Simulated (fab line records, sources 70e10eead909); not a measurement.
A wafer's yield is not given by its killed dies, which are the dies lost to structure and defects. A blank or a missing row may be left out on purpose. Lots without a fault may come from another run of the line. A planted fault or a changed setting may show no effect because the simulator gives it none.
What tool caused it?	flow nand-harc	14 lots, 42 wafers sampled, at 4 steps of a route of 1302

== WHAT THE GAUGES READ, wafer by wafer ==
The record holds no reading of a measuring or inspecting step that can be judged against a usual standard deviation.

== TOOL THAT RAN EACH LOT (tool first, then ch and the chambers of the sampled wafers, then the start) ==
lot	NHARC_A_CHANNEL_HOLE_D1_ETCH_19	NHARC_A_CHANNEL_HOLE_D1_STRIP_27	NHARC_A_CHANNEL_FILL_D1_ETCHBACK_19	NHARC_A_CHANNEL_FILL_D1_STRIP_28
L169	har-etch-01 ch 0,1, day 8 16:18	rie-diel-02 ch 1,2,3, day 10 02:32 or earlier	rie-si-03 ch 0,2,3, day 10 02:32	rie-diel-04 ch 1,2,3, day 10 02:46
L171	har-etch-01 ch 0,1, day 9 14:23	rie-diel-07 ch 0,2,3, day 10 21:56 or earlier	rie-si-04 ch 0,1,2, day 10 21:56	rie-diel-06 ch 0,1,2, day 10 22:08
L172	har-etch-01 ch 0,1, day 10 01:47	rie-diel-07 ch 1,2,3, day 11 08:24 or earlier	rie-si-03 ch 0,2,3, day 11 08:24	rie-diel-06 ch 1,2,3, day 11 08:37
L173	har-etch-02 ch 0,1, day 10 03:49	rie-diel-07 ch 0,1,3, day 11 08:22 or earlier	rie-si-06 ch 0,1,3, day 11 08:22	rie-diel-05 ch 0,1,2, day 11 08:35
L175	har-etch-01 ch 0,1, day 10 19:09	rie-diel-07 ch 0,3, day 12 01:19 or earlier	rie-si-06 ch 1,2,3, day 12 01:19	rie-diel-06 ch 0,1, day 12 01:31
L174	har-etch-02 ch 0,1, day 10 19:18	rie-diel-07 ch 0,1,2, day 12 01:18 or earlier	rie-si-03 ch 0,1, day 12 01:18	rie-diel-05 ch 0,1, day 12 01:31
L176	har-etch-02 ch 0,1, day 11 09:05	rie-diel-07 ch 0,1,3, day 12 17:11 or earlier	rie-si-06 ch 0,1, day 12 17:11	rie-diel-05 ch 2,3, day 12 17:25
L178	har-etch-02 ch 0, day 12 00:13	rie-diel-07 ch 2,3, day 12 09:45	rie-si-04 ch 0,1,3, day 13 16:18	rie-diel-05 ch 0,3, day 13 16:31
L177	har-etch-01 ch 0,1, day 12 00:48	rie-diel-07 ch 0,2, day 13 11:16 or earlier	rie-si-04 ch 0,1, day 13 11:16	rie-diel-06 ch 0,1,2, day 13 11:31
L179	har-etch-02 ch 0,1, day 12 16:09	rie-diel-07 ch 2,3, day 14 03:38 or earlier	rie-si-03 ch 0,2,3, day 14 03:38	rie-diel-04 ch 1,3, day 14 03:52
L182	har-etch-02 ch 0,1, day 13 19:24	rie-diel-07 ch 2,3, day 15 01:43 or earlier	rie-si-06 ch 0,3, day 15 01:43	rie-diel-05 ch 0,2, day 15 01:56
L186	har-etch-02 ch 0,1, day 16 02:40	rie-diel-07 ch 0,2,3, day 17 08:49 or earlier	rie-si-03 ch 2,3, day 17 08:49	rie-diel-05 ch 0,1,2, day 17 09:02
L187	har-etch-01 ch 0,1, day 16 05:41	rie-diel-07 ch 0,3, day 17 12:39 or earlier	rie-si-03 ch 2,3, day 17 12:39	rie-diel-05 ch 0,2,3, day 17 12:53
L189	har-etch-01 ch 0,1, day 17 02:11	rie-diel-07 ch 0,1,2, day 18 08:19 or earlier	rie-si-04 ch 0,1,3, day 18 08:19	rie-diel-05 ch 0,1,2, day 18 08:32
- NHARC_A_CHANNEL_HOLE_D1_ETCH_19: etches the open film in C4F8/O2/Ar, time 34.5 s.
- NHARC_A_CHANNEL_HOLE_D1_STRIP_27: strips in O2.
- NHARC_A_CHANNEL_FILL_D1_ETCHBACK_19: etches the open film in HBr/Cl2, target depth 5 nm, time 1.7 s.
- NHARC_A_CHANNEL_FILL_D1_STRIP_28: strips in O2, time 20 s.

== WHAT THE TOOLS THEMSELVES READ (means of the sampled wafers that have a number; where no wafer has one, the mark that the record gives instead) ==
NHARC_A_CHANNEL_HOLE_D1_ETCH_19.
lot	tool	c4f8-flow-sccm (sccm)	drypump-motor-current-A (A)	he-backside-leak-sccm (sccm)	showerhead-plenum-p-Torr (Torr)	throttle-valve-pct (%)
L169	har-etch-01	28.69	5.7	5.7	3.78	37.034
L171	har-etch-01	28.76	5.7	6.0	3.77	37.039
L172	har-etch-01	28.76	5.7	6.7	3.77	37.032
L173	har-etch-02	28.73	5.7	7.3	3.64	37.035
L175	har-etch-01	28.84	5.7	5.8	3.76	37.034
L174	har-etch-02	28.75	5.7	7.3	3.63	37.040
L176	har-etch-02	28.82	6.1	6.8	3.66	37.034
L178	har-etch-02	28.86	6.4	6.7	3.68	37.035
L177	har-etch-01	28.86	5.7	6.0	3.75	37.035
L179	har-etch-02	28.68	6.1	5.9	3.65	37.046
L182	har-etch-02	28.83	6.1	6.1	3.64	37.034
L186	har-etch-02	28.83	5.7	5.4	3.60	37.032
L187	har-etch-01	28.78	5.7	6.0	3.72	37.043
L189	har-etch-01	28.75	5.7	6.1	3.71	37.030

NHARC_A_CHANNEL_HOLE_D1_STRIP_27.
lot	tool	drypump-motor-current-A (A)	oes-product-au (a.u.)	rf-vpp-V (V)	showerhead-plenum-p-Torr (Torr)	throttle-valve-pct (%)
L169	rie-diel-02	5.8	0.998	58.0	3.53	17.038
L171	rie-diel-07	5.5	1.014	57.0	3.48	17.040
L172	rie-diel-07	5.7	1.011	57.0	3.42	17.040
L173	rie-diel-07	5.4	1.004	57.4	3.51	17.037
L175	rie-diel-07	5.5	1.013	57.7	3.45	17.026
L174	rie-diel-07	5.4	1.010	58.0	3.54	17.038
L176	rie-diel-07	5.4	1.007	58.1	3.51	17.031
L178	rie-diel-07	5.8	1.019	57.0	3.35	17.037
L177	rie-diel-07	5.3	1.012	57.5	3.60	17.045
L179	rie-diel-07	5.8	1.014	57.2	3.38	17.034
L182	rie-diel-07	5.7	1.023	57.1	3.38	17.043
L186	rie-diel-07	5.5	1.014	58.0	3.47	17.036
L187	rie-diel-07	5.3	1.010	58.2	3.57	17.044
L189	rie-diel-07	5.4	1.015	58.0	3.54	17.046

NHARC_A_CHANNEL_FILL_D1_ETCHBACK_19.
lot	tool	bias-w (W)	drypump-motor-current-A (A)	he-backside-leak-sccm (sccm)	oes-product-au (a.u.)	throttle-valve-pct (%)
L169	rie-si-03	100.0	6.2	2.85	1.013	26.415
L171	rie-si-04	100.1	6.0	2.70	0.996	26.405
L172	rie-si-03	100.0	6.2	2.78	1.012	26.403
L173	rie-si-06	100.2	5.8	2.90	0.990	26.391
L175	rie-si-06	100.1	5.6	2.70	1.002	26.401
L174	rie-si-03	100.1	6.0	2.74	0.983	26.410
L176	rie-si-06	100.1	5.6	2.97	1.012	26.405
L178	rie-si-04	100.2	6.1	2.60	1.008	26.409
L177	rie-si-04	100.2	6.0	2.65	1.001	26.408
L179	rie-si-03	99.9	6.2	2.96	1.014	26.399
L182	rie-si-06	99.7	6.0	2.71	1.009	26.414
L186	rie-si-03	99.9	6.0	2.83	0.930	26.404
L187	rie-si-03	100.2	6.0	2.93	0.932	26.405
L189	rie-si-04	99.7	6.0	2.62	1.019	26.398

NHARC_A_CHANNEL_FILL_D1_STRIP_28.
lot	tool	drypump-motor-current-A (A)	oes-product-au (a.u.)	rf-vpp-V (V)	showerhead-plenum-p-Torr (Torr)	throttle-valve-pct (%)
L169	rie-diel-04	6.0	1.010	58.6	3.57	17.035
L171	rie-diel-06	6.3	1.012	57.5	3.59	17.032
L172	rie-diel-06	6.0	1.012	57.8	3.49	17.043
L173	rie-diel-05	5.9	0.994	58.3	3.55	17.039
L175	rie-diel-06	6.3	1.013	57.4	3.46	17.033
L174	rie-diel-05	6.0	1.003	57.1	3.50	17.034
L176	rie-diel-05	5.5	1.002	57.9	3.53	17.036
L178	rie-diel-05	5.7	1.004	57.1	3.37	17.043
L177	rie-diel-06	6.3	1.015	57.7	3.58	17.030
L179	rie-diel-04	6.2	1.010	57.5	3.55	17.039
L182	rie-diel-05	5.9	0.990	58.0	3.55	17.033
L186	rie-diel-05	5.9	0.991	58.3	3.54	17.040
L187	rie-diel-05	5.7	0.999	58.1	3.48	17.031
L189	rie-diel-05	5.9	0.994	58.0	3.55	17.032

== THE ANSWER, worked out from the rows above alone ==
Rule: usual is defined by the lots themselves. Put in order of their means at a reading, lots are off if they are a third of the lots or fewer, leave a main group of 4 or more, and stand apart from it by a gap of 3 or more times the standard deviation of the main group's means; of several such gaps the widest counts. Not used: any main group whose means are identical at the precision the tables above print for the reading. Also off: a lot with no number at a reading for which 4 or more lots have one. Any other lot the step has rows for is counted as sound. Order of review: gauges by route order, followed by the tools' own readings, for which a lot's mean as printed above is used. At the first step where some lot is off, the reading lying furthest off is the one used; lots without a number count as furthest.
Off: L186, L187, at NHARC_A_CHANNEL_FILL_D1_ETCHBACK_19 (oes-product-au). The main group: mean 1.005 a.u., standard deviation 0.01.
If a tool, at that step or one of the process steps before it, ran each lot that is off and ran no sound lot following the first of them, it fits. With no start given for some of its lots, NHARC_A_CHANNEL_HOLE_D1_STRIP_27 uses the hours and lot order of NHARC_A_CHANNEL_FILL_D1_ETCHBACK_19. One fits: rie-si-03 at NHARC_A_CHANNEL_FILL_D1_ETCHBACK_19. Its last sound lot is L179 (day 14 03:38), its first lot that is off L186 (day 17 08:49): a fault that began between those two fits.
The tool's own readings at NHARC_A_CHANNEL_FILL_D1_ETCHBACK_19 bear it out: on the lots that are off they differ by more than 5 times the standard deviation of the sound lots' means. oes-product-au reads 0.931 a.u. there against 1.005 a.u. on the sound lots.

== WHAT THE SIMULATOR HAD INSERTED ==
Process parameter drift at NHARC_A_CHANNEL_FILL_D1_ETCHBACK_19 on rie-si-03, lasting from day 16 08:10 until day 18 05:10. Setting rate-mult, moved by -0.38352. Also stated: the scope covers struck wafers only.
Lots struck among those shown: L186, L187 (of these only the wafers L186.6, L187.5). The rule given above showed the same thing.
